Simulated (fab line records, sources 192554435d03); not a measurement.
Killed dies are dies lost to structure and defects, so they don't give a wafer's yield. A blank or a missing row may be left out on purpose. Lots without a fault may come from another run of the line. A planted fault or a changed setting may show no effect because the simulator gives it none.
fab line records | flow n5_finfet
record lots=4 wafers=12 last_day=17
route steps=1938 shown FIN_SAQP@130 BEOL_M4@1111 PASSIVATION@1936
lots that met no fault: from a run of the same line without faults
start_h: hours from the record's first day to the start of the lot's first wafer shown | wait_h: hours since the lot's step before | " the same as in the row above | L1.1+2: a row that stands for several wafers | - no value, or no start given | * or withheld: withheld | < > ~ a bound
route shown NAME@n: a module of which the file shows steps, and the number in the route of the first | usual: mean/standard deviation of fault-free wafers | same: alike in all rows | chamber/n: place in a boat | sites: the reading at each site | _std_site: their standard deviation | _edge_site: outer sites' mean less inner sites' | radius_mm: how far each site lies from the wafer's centre | mask NAME#n: copy n | behind: the tool/chamber that last shaped the wafer | hold: why the lot was held/for how many hours/how that ended | device: the transistor (n, p or np) that didn't switch | end of line: the same wafers' tests at the end of the route | a step without rows: its recipe alone | killed: dies lost to structure and defects at the first sort, not the wafer's yield | map: a wafer's dies, x killed, . not, _ none there
set.NAME: the setting as run; set.NAME@STEP: as run at that earlier step | model.NAME: the simulator's own value behind a step, which no gauge read
lots at some steps of the route; a table a step, a row a wafer
services: from which hour (start_h, from the record's first day; less than 0 if before it) a tool's chamber was out of use, for how many hours, and why
## steps
# step N5_FIN_SAQP_ETCH_65
# recipe chemistry=CF4 target=SiO2 target_depth_a=40 ion_energy_ev=350 time_s=4.4 pressure_mtorr=10 icp_w=800 bias_w=400 cf4_flow_sccm=80
# step N5_FIN_SAQP_MANDREL_ETCH_58
# recipe chemistry=HBr/Cl2 target=a-Si target_depth_a=450 bt_time_s=10 stop_on=SiNx mask_material=SiO2 over_etch_frac=0.8 time_s=27 pressure_mtorr=10 icp_w=800 bias_w=75 HBr_flow_sccm=150 Cl2_flow_sccm=80 ends=end_point
# step N5_FIN_SAQP_RECESS_63
# recipe chemistry=HF/NH3 target=SiO2 target_depth_a=180 afs_cycles=3 temp_c=30 sublimation_temp_c=180 sublimation_time_s=60
# step N5_FIN_SAQP_COAT_68
# recipe resist=SOC temp_c=250 time_s=60 spin_rpm=1500 resist_thk_nm=100
# step N5_FIN_SAQP_ETCH_69
# recipe chemistry=N2/H2 target=SOC target_depth_a=1500 stop_on=SiNx ion_energy_ev=100 bias_w=61 pressure_mtorr=30 source_w=850 n2_flow_sccm=200 h2_flow_sccm=200
# step N5_FIN_SAQP_ETCH_67
# recipe chemistry=CH3F/O2 target=SiNx target_depth_a=300 mask_material=SOC pressure_mtorr=30 source_w=395 bias_w=73 Ar_flow_sccm=150 CH3F_flow_sccm=30 O2_flow_sccm=20 ion_energy_ev=120
# step N5_FIN_SAQP_STRIP_70
# recipe chemistry=N2/H2 power_w=500 temp_c=40 pressure_mtorr=50 rf_frequency_hz=6e+07 overash_fraction=0.3 bias_power_w=28 h2_frac=0.5 n2_flow_sccm=300 h2_flow_sccm=300
# step N5_FIN_SAQP_RECESS_71
# recipe chemistry=HF/NH3 target=SiO2 target_depth_a=30 afs_cycles=1 temp_c=30 sublimation_temp_c=180 sublimation_time_s=60
# step N5_FIN_SAQP_SPACER2_ALD_28
# recipe material=SiO2 target_thk_a=81 temp_c=300 ald_precursor_family=BDEAS ald_co_reactant=O2-plasma pulse_time_s=1 purge_time_s=2 co_reactant_purge_time_s=2 pressure_torr=2
# step N5_FIN_SAQP_SPACER2_ETCHBACK_29
# recipe chemistry=CHF3/O2 mode=anisotropic_etchback target=SiO2 target_depth_a=122 time_s=6.1 pressure_mtorr=30 source_w=650 bias_w=170 Ar_flow_sccm=200 CHF3_flow_sccm=50 O2_flow_sccm=5 ion_energy_ev=200
# step N5_FIN_SAQP_MANDREL2_REMOVE_60
# recipe chemistry=HBr/Cl2/O2 bt_time_s=10 target=a-Si stop_on=SiNx endpoint=OES-SiCl over_etch_frac=1 icp_w=600 bias_w=22 HBr_flow_sccm=150 Cl2_flow_sccm=80 O2_flow_sccm=5 pressure_mtorr=10
# step N5_FIN_SAQP_HM_OPEN_33
# recipe chemistry=CH3F/O2 target=SiNx mask_material=SiO2 target_depth_a=494 time_s=70.6 pressure_mtorr=30 source_w=395 bias_w=73 Ar_flow_sccm=150 CH3F_flow_sccm=30 O2_flow_sccm=20 ion_energy_ev=120 ends=cleared
# usual CH3F_flow_sccm=30.01/0.093 O2_flow_sccm=20.00/0.064 drypump_motor_current_A=5.6/0.47 etch_rf_on_time_s=68.9/1.5 mfc_ar_sccm=149.9/0.46 oes_ar_750_au=0.79/0.077 oes_f_703_au=0.79/0.081 oes_product_au=0.68/0.067 rf_vpp_V=301/7.3 showerhead_plenum_p_Torr=2.01/0.075 throttle_valve_pct=16.33/0.24
# columns lot.wafer tool chamber start_h wait_h CH3F_flow_sccm O2_flow_sccm drypump_motor_current_A etch_rf_on_time_s mfc_ar_sccm oes_ar_750_au oes_f_703_au oes_product_au rf_hours_counter_h rf_vpp_V showerhead_plenum_p_Torr throttle_valve_pct
L526.1 rie_diel-05 1 68.00 0.0 30.01 20.03 5.2 67.9 150.0 0.72 0.71 0.61 206 308 2.08 16.72
L526.3 " 0 " " 30.08 20.06 6.4 70.5 149.5 0.78 0.78 0.65 124 292 1.93 16.27
L526.6 " 1 " " 29.88 20.02 5.2 69.7 149.4 0.72 0.71 0.62 - 310 2.08 16.73
L532.4 rie_diel-05 1 103.55 0.1 - - - - - - - - - - - -
L532.5 " 3 " " - - - - - - - - - - - -
L532.6 " 0 " " - - - - - - - - - - - -
L533.2 rie_diel-04 2 110.60 0.3 - - - - - - - - - - - -
L533.3 " 3 " " - - - - - - - - - - - -
L533.5 " 0 " " - - - - - - - - - - - -
L536.1 rie_diel-06 2 129.09 0.0 30.02 19.94 4.9 70.8 149.6 0.69 0.70 0.59 223 304 1.97 16.03
L536.5 " 0 " " 29.87 19.90 5.8 69.1 150.0 0.97 0.97 0.82 - 288 2.14 16.27
L536.6 " 1 " " 29.89 20.00 5.8 70.0 150.1 0.78 0.76 0.66 - 309 1.93 16.39
# step N5_FIN_SAQP_ETCH_34
# recipe chemistry=C4F6/O2 target=SiO2 target_depth_a=450 time_s=15 ion_energy_ev=250 pressure_mtorr=30 source_w=345 bias_w=185 Ar_flow_sccm=300 C4F6_flow_sccm=10 O2_flow_sccm=10 ends=cleared
# usual drypump_motor_current_A=5.6/0.47 etch_rf_on_time_s=14.93/0.24 mfc_ar_sccm=300.0/0.97 oes_ar_750_au=0.79/0.076 oes_f_703_au=0.79/0.078 oes_product_au=0.68/0.068 rf_vpp_V=673/17 showerhead_plenum_p_Torr=2.86/0.1 throttle_valve_pct=21.05/0.26
# columns lot.wafer tool chamber start_h wait_h drypump_motor_current_A etch_rf_on_time_s mfc_ar_sccm oes_ar_750_au oes_f_703_au oes_product_au rf_hours_counter_h rf_vpp_V showerhead_plenum_p_Torr throttle_valve_pct
L526.1 rie_diel-05 1 68.07 0.0 5.1 14.99 300.5 0.72 0.71 0.62 206 690 2.96 21.51
L526.3 " 0 " " 6.4 15.51 300.7 0.78 0.77 0.66 124 657 2.75 21.00
L526.6 " 1 " " 5.2 15.11 300.3 0.72 0.72 0.61 - 692 2.96 21.50
L532.4 rie_diel-05 1 103.59 0.0 5.1 37.50 300.1 0.71 0.70 0.26 - 692 2.95 21.18
L532.5 " 3 " " 5.5 37.50 299.7 0.72 0.73 0.27 - 671 2.91 20.89
L532.6 " 0 " " 6.5 37.51 301.4 0.77 0.76 0.29 - 658 2.75 20.69
L533.2 rie_diel-04 2 110.67 0.0 5.8 37.49 299.9 0.84 0.85 0.31 67 680 2.89 20.84
L533.3 " 3 " " 5.7 37.50 300.7 0.80 0.83 0.29 130 662 2.74 20.89
L533.5 " 0 " " 4.8 37.49 298.2 0.84 0.82 0.32 - 696 2.89 20.50
L536.1 rie_diel-06 2 129.16 0.0 5.0 15.19 299.3 0.70 0.70 0.59 223 677 2.80 20.62
L536.5 " 0 " " 5.8 14.73 300.4 0.96 0.97 0.82 - 644 3.04 21.10
L536.6 " 1 " " 5.8 15.10 301.1 0.77 0.76 0.67 - 690 2.76 21.13
# step N5_FIN_SAQP_STRIP_77
# recipe chemistry=N2/H2 time_s=90 power_w=100 temp_c=40 pressure_mtorr=100 rf_frequency_hz=6e+07 bias_power_w=3 n2_flow_sccm=300 h2_flow_sccm=300
# step N5_FIN_SAQP_HM_CD_35
# recipe target_cd_nm=8 polarity=line
# usual cd_nm=8.20/0.26
# columns lot.wafer tool chamber start_h wait_h cd_nm
L526.1 cd_sem-01 - 68.23 0.1 8.06
L526.3 " - " " 8.01
L526.6 " - " " 8.43
L532.4 cd_sem-02 - 103.74 0.0 -
L532.5 " - " " -
L532.6 " - " " -
L533.2 cd_sem-03 - 110.82 0.1 -
L533.3 " - " " -
L533.5 " - " " -
L536.1 cd_sem-01 - 129.30 0.1 8.36
L536.5 " - " " 8.21
L536.6 " - " " 8.12
# step N5_FIN_SAQP_ETCH_64
# recipe chemistry=CF4 target=SiO2 target_depth_a=15 ion_energy_ev=350 pressure_mtorr=10 icp_w=800 bias_w=400 cf4_flow_sccm=80
# step N5_FIN_SAQP_FIN_ETCH_36
# recipe chemistry=HBr/Cl2/O2 target_depth_a=1200 mask_material=SiNx time_s=50.4 bias_w=102 pressure_mtorr=10 icp_w=800 HBr_flow_sccm=150 Cl2_flow_sccm=80 O2_flow_sccm=12
# step N5_FIN_SAQP_CD_MEAS_37
# recipe target_cd_nm=8 polarity=line
# usual cd_nm=8.21/0.28
# columns lot.wafer tool chamber start_h wait_h cd_nm
L526.1 cd_sem-02 - 68.42 0.1 8.05
L526.3 " - " " 8.08
L526.6 " - " " 8.16
L532.4 cd_sem-03 - 103.93 0.1 -
L532.5 " - " " -
L532.6 " - " " -
L533.2 cd_sem-02 - 111.01 0.1 -
L533.3 " - " " -
L533.5 " - " " -
L536.1 cd_sem-01 - 129.49 0.1 8.31
L536.5 " - " " 8.33
L536.6 " - " " 7.85
# step N5_FIN_SAQP_PRECLEAN_38
# recipe chemistry=O3/DIW time_s=45 temp_c=22 o3_ppm=10
# step N5_FIN_SAQP_PRECLEAN_45
# recipe chemistry=dHF time_s=10 dilution=500:1 temp_c=25
# step N5_FIN_SAQP_SRD_39
# recipe dry=ipa_marangoni time_s=30 temp_c=23 rinse_liquid=diw
# step N5_FIN_SAQP_OCD_MEAS_76
# usual trench_depth_nm=120.6/2.6
# columns lot.wafer tool chamber start_h wait_h trench_depth_nm
L526.1 ocd-01 - 68.52 0.0 121.2
L526.3 " - " " 119.8
L526.6 " - " " 120.4
L532.4 ocd-01 - 104.02 0.0 0
L532.5 " - " " 0
L532.6 " - " " 0
L533.2 ocd-02 - 111.10 0.0 0.0
L533.3 " - " " 0
L533.5 " - " " 0
L536.1 ocd-01 - 129.59 0.0 118.1
L536.5 " - " " 123.6
L536.6 " - " " 118.9
# step N5_BEOL_M4_RC_MEAS_101
# usual DIBL_N=37.2/2.1 DIBL_P=37.3/2.3 IOFF_N=0.18/0.041 IOFF_P=0.24/0.042 ION_N=680/13 ION_P=466/7.7 SS_N=71.8/0.68 SS_P=73.5/0.66 VT_N=249/3.6 VT_P=-248/3.4
# columns lot.wafer tool chamber start_h wait_h DIBL_N[mV/V] DIBL_P[mV/V] IOFF_N[nA/um] IOFF_P[nA/um] ION_N[uA/um] ION_P[uA/um] SS_N[mV/dec] SS_P[mV/dec] VT_N[mV] VT_P[mV]
L526.1 prober-01 0 210.51 0.0 35.8 35.8 0.15 0.19 674 457 71.3 73.4 251 -253
L526.3 " 0 " " 36.1 36.8 0.15 0.19 677 461 71.0 73.0 254 -252
L526.6 " 0 " " 39.3 40.9 0.23 0.27 692 469 71.7 73.5 247 -250
L536.1 prober-01 0 305.27 0.0 37.9 39.1 0.20 0.27 687 473 72.3 73.9 249 -246
L536.5 " 0 " " 36.0 36.8 0.16 0.23 673 468 71.4 73.3 250 -248
L536.6 " 0 " " 35.9 37.1 0.16 0.23 677 469 70.9 73.5 249 -247
# step N5_PASSIVATION_PROBE_49
# usual defect_limited_yield=91.0/1.6 killed_at_M0_to_M3=35/11 killed_at_M4_up=14/5.3 killed_at_contacts=13/6.7 killed_at_front_end=41/12 killed_at_other=3.9/2.7 killed_dies=106/19 killed_on_rim=14/4 killed_open=70/14 killed_short=35/8.8 sort_bin_5_function=5.3/1 sort_bin_6_memory=3.3/0.81 sort_n_pass=1073/19 sort_yield_pct=91.0/1.6
# same gross_dies=1180 killed_at_back_side=0 sort_bin_4_leakage[%]=0 sort_bin_8_speed[%]=0
# columns lot.wafer tool chamber start_h wait_h defect_limited_yield[%] killed_at_M0_to_M3 killed_at_M4_up killed_at_contacts killed_at_front_end killed_at_other killed_dies killed_on_rim killed_open killed_short sort_bin_5_function[%] sort_bin_6_memory[%] sort_n_pass sort_yield_pct[%]
L532.4 prober-02 - 358.52 0.2 0 31 23 16 1107 3 1180 152 67 40 96.8 3.0 0 0
L532.5 prober-02 - 358.57 0.2 0 30 17 16 1116 1 1180 152 82 37 95.1 4.5 0 0
L532.6 prober-02 - 358.62 0.3 0 38 13 11 1117 1 1180 152 66 38 96.5 3.1 0 0
L533.2 prober-02 - 370.69 0.1 0 32 12 11 1120 5 1180 152 64 36 96.2 3.4 0 0
L533.3 prober-02 - 370.74 0.1 0 40 2 6 1125 7 1180 152 55 44 96.3 3.2 0 0
L533.5 prober-02 - 370.84 0.2 0 20 12 10 1137 1 1180 152 55 33 96.9 2.9 0 0
# killed by level:class
L532.4 FIN_SAQP:area_open=1073 FIN_SAQP:geometric_particle:short=11 BEOL_M4:geometric_particle:open=11 MOL_CONTACT_COAG:geometric_particle:open=10 BEOL_M0_SAQP:geometric_particle:open=9 FIN_SAQP:geometric_particle:open=7 BEOL_M0:geometric_particle:open=7 MOL_CONTACT_COAG:geometric_particle:short=6
L532.5 FIN_SAQP:area_open=1061 FIN_SAQP:geometric_particle:open=19 FIN_SAQP:geometric_particle:short=13 MOL_CONTACT_COAG:geometric_particle:open=13 STI_FIN_REVEAL:geometric_particle:open=10 BEOL_M0_SAQP:geometric_particle:short=9 BEOL_M4:geometric_particle:open=8 BEOL_M3:geometric_particle:open=6
L532.6 FIN_SAQP:area_open=1076 FIN_SAQP:geometric_particle:open=11 BEOL_M4:geometric_particle:open=9 MOL_CONTACT_COAG:geometric_particle:open=9 BEOL_M3:geometric_particle:open=9 FIN_SAQP:geometric_particle:short=8 BEOL_M0_SAQP:geometric_particle:open=7 BEOL_M0_SAQP:geometric_particle:short=7
L533.2 FIN_SAQP:area_open=1080 BEOL_M3:geometric_particle:open=14 FIN_SAQP:geometric_particle:short=13 MOL_CONTACT_COAG:geometric_particle:open=11 STI_FIN_REVEAL:geometric_particle:open=6 BEOL_M0_SAQP:geometric_particle:short=6 BEOL_M1:geometric_particle:open=6 FIN_SAQP:geometric_particle:open=5
L533.3 FIN_SAQP:area_open=1081 BEOL_M0_SAQP:geometric_particle:short=15 BEOL_M0_SAQP:geometric_particle:open=11 FIN_SAQP:geometric_particle:open=7 STI_FIN_REVEAL:geometric_particle:open=7 GATE_CUT:geometric_particle:open=6 FIN_SAQP:geometric_particle:short=5 GATE_CUT:geometric_particle:short=5
L533.5 FIN_SAQP:area_open=1092 STI_FIN_REVEAL:geometric_particle:open=14 MOL_CONTACT_COAG:geometric_particle:open=9 FIN_SAQP:geometric_particle:short=7 STI_FIN_REVEAL:geometric_particle:short=7 BEOL_M8:geometric_particle:open=6 GATE_CUT:geometric_particle:short=5 BEOL_M1:geometric_particle:open=5
# map L532.4 (x killed, . not)
_________________xxxxxxxxxxxx________________
______________xxxxxxxxxxxxxxxxxx_____________
___________xxxxxxxxxxxxxxxxxxxxxxxx__________
__________xxxxxxxxxxxxxxxxxxxxxxxxxx_________
________xxxxxxxxxxxxxxxxxxxxxxxxxxxxxx_______
_______xxxxxxxxxxxxxxxxxxxxxxxxxxxxxxxx______
______xxxxxxxxxxxxxxxxxxxxxxxxxxxxxxxxxx_____
_____xxxxxxxxxxxxxxxxxxxxxxxxxxxxxxxxxxxx____
____xxxxxxxxxxxxxxxxxxxxxxxxxxxxxxxxxxxxxx___
___xxxxxxxxxxxxxxxxxxxxxxxxxxxxxxxxxxxxxxxx__
___xxxxxxxxxxxxxxxxxxxxxxxxxxxxxxxxxxxxxxxx__
__xxxxxxxxxxxxxxxxxxxxxxxxxxxxxxxxxxxxxxxxxx_
__xxxxxxxxxxxxxxxxxxxxxxxxxxxxxxxxxxxxxxxxxx_
_xxxxxxxxxxxxxxxxxxxxxxxxxxxxxxxxxxxxxxxxxxxx
_xxxxxxxxxxxxxxxxxxxxxxxxxxxxxxxxxxxxxxxxxxxx
_xxxxxxxxxxxxxxxxxxxxxxxxxxxxxxxxxxxxxxxxxxxx
_xxxxxxxxxxxxxxxxxxxxxxxxxxxxxxxxxxxxxxxxxxxx
_xxxxxxxxxxxxxxxxxxxxxxxxxxxxxxxxxxxxxxxxxxxx
_xxxxxxxxxxxxxxxxxxxxxxxxxxxxxxxxxxxxxxxxxxxx
_xxxxxxxxxxxxxxxxxxxxxxxxxxxxxxxxxxxxxxxxxxxx
_xxxxxxxxxxxxxxxxxxxxxxxxxxxxxxxxxxxxxxxxxxxx
__xxxxxxxxxxxxxxxxxxxxxxxxxxxxxxxxxxxxxxxxxx_
__xxxxxxxxxxxxxxxxxxxxxxxxxxxxxxxxxxxxxxxxxx_
___xxxxxxxxxxxxxxxxxxxxxxxxxxxxxxxxxxxxxxxx__
___xxxxxxxxxxxxxxxxxxxxxxxxxxxxxxxxxxxxxxxx__
____xxxxxxxxxxxxxxxxxxxxxxxxxxxxxxxxxxxxxx___
_____xxxxxxxxxxxxxxxxxxxxxxxxxxxxxxxxxxxx____
______xxxxxxxxxxxxxxxxxxxxxxxxxxxxxxxxxx_____
_______xxxxxxxxxxxxxxxxxxxxxxxxxxxxxxxx______
________xxxxxxxxxxxxxxxxxxxxxxxxxxxxxx_______
__________xxxxxxxxxxxxxxxxxxxxxxxxxx_________
___________xxxxxxxxxxxxxxxxxxxxxxxx__________
______________xxxxxxxxxxxxxxxxxx_____________
_________________xxxxxxxxxxxx________________
# map L533.2 (x killed, . not)
_________________xxxxxxxxxxxx________________
______________xxxxxxxxxxxxxxxxxx_____________
___________xxxxxxxxxxxxxxxxxxxxxxxx__________
__________xxxxxxxxxxxxxxxxxxxxxxxxxx_________
________xxxxxxxxxxxxxxxxxxxxxxxxxxxxxx_______
_______xxxxxxxxxxxxxxxxxxxxxxxxxxxxxxxx______
______xxxxxxxxxxxxxxxxxxxxxxxxxxxxxxxxxx_____
_____xxxxxxxxxxxxxxxxxxxxxxxxxxxxxxxxxxxx____
____xxxxxxxxxxxxxxxxxxxxxxxxxxxxxxxxxxxxxx___
___xxxxxxxxxxxxxxxxxxxxxxxxxxxxxxxxxxxxxxxx__
___xxxxxxxxxxxxxxxxxxxxxxxxxxxxxxxxxxxxxxxx__
__xxxxxxxxxxxxxxxxxxxxxxxxxxxxxxxxxxxxxxxxxx_
__xxxxxxxxxxxxxxxxxxxxxxxxxxxxxxxxxxxxxxxxxx_
_xxxxxxxxxxxxxxxxxxxxxxxxxxxxxxxxxxxxxxxxxxxx
_xxxxxxxxxxxxxxxxxxxxxxxxxxxxxxxxxxxxxxxxxxxx
_xxxxxxxxxxxxxxxxxxxxxxxxxxxxxxxxxxxxxxxxxxxx
_xxxxxxxxxxxxxxxxxxxxxxxxxxxxxxxxxxxxxxxxxxxx
_xxxxxxxxxxxxxxxxxxxxxxxxxxxxxxxxxxxxxxxxxxxx
_xxxxxxxxxxxxxxxxxxxxxxxxxxxxxxxxxxxxxxxxxxxx
_xxxxxxxxxxxxxxxxxxxxxxxxxxxxxxxxxxxxxxxxxxxx
_xxxxxxxxxxxxxxxxxxxxxxxxxxxxxxxxxxxxxxxxxxxx
__xxxxxxxxxxxxxxxxxxxxxxxxxxxxxxxxxxxxxxxxxx_
__xxxxxxxxxxxxxxxxxxxxxxxxxxxxxxxxxxxxxxxxxx_
___xxxxxxxxxxxxxxxxxxxxxxxxxxxxxxxxxxxxxxxx__
___xxxxxxxxxxxxxxxxxxxxxxxxxxxxxxxxxxxxxxxx__
____xxxxxxxxxxxxxxxxxxxxxxxxxxxxxxxxxxxxxx___
_____xxxxxxxxxxxxxxxxxxxxxxxxxxxxxxxxxxxx____
______xxxxxxxxxxxxxxxxxxxxxxxxxxxxxxxxxx_____
_______xxxxxxxxxxxxxxxxxxxxxxxxxxxxxxxx______
________xxxxxxxxxxxxxxxxxxxxxxxxxxxxxx_______
__________xxxxxxxxxxxxxxxxxxxxxxxxxx_________
___________xxxxxxxxxxxxxxxxxxxxxxxx__________
______________xxxxxxxxxxxxxxxxxx_____________
_________________xxxxxxxxxxxx________________
## services
# columns tool chamber start_h hours kind
rie_diel-04 1 47.31 3.7 repair
rie_diel-06 0 65.14 - clean
rie_diel-06 0 65.14 - consumable_replace:focus_ring
rie_diel-06 0 65.14 - consumable_replace:showerhead
rie_diel-06 0 65.14 31.0 scheduled_down
rie_diel-06 0 65.14 31.0 vent_cycle
rie_diel-04 1 72.66 7.5 repair
rie_diel-05 2 89.97 4.8 repair
rie_diel-05 2 95.16 - clean
rie_diel-05 2 95.16 - consumable_replace:focus_ring
rie_diel-05 2 95.16 - consumable_replace:showerhead
rie_diel-05 2 95.16 32.9 scheduled_down
rie_diel-05 2 95.16 32.9 vent_cycle
rie_diel-04 1 106.99 5.1 repair
## key
first_sign step=N5_FIN_SAQP_HM_OPEN_33 reading=tool_record direction=missing
effect step=N5_FIN_SAQP_ETCH_34 reading=etch_rf_on_time_s direction=up sigmas=93 usual=* struck=*
effect step=N5_FIN_SAQP_HM_CD_35 reading=cd_nm direction=missing
effect step=N5_FIN_SAQP_CD_MEAS_37 reading=cd_nm direction=missing
effect step=N5_FIN_SAQP_OCD_MEAS_76 reading=trench_depth_nm direction=down sigmas=47 usual=120.6 struck=0.0
effect step=N5_PASSIVATION_PROBE_49 reading=sort_bin_5_function direction=up sigmas=91 usual=5.3 struck=96.3
more_kills_born_at N5_FIN_SAQP_HM_OPEN_33@rie_diel-04=3253 N5_FIN_SAQP_HM_OPEN_33@rie_diel-05=3210
met_at N5_FIN_SAQP_HM_OPEN_33
struck_wafers L532.4,L532.5,L532.6,L533.2,L533.3,L533.5
later_rows_left_out L532.4,L532.5,L532.6,L533.2,L533.3,L533.5
onset_between 68.00 103.55
fault kind=skipped_step_whole tool=rie_diel-04,rie_diel-05 chamber=- onset_h=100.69 steps=N5_FIN_SAQP_HM_OPEN_33 scope=struck_lots_only
# later_rows_left_out: the simulator's readings of these wafers behind a module that went badly wrong aren't trusted and aren't shown, but for the sort
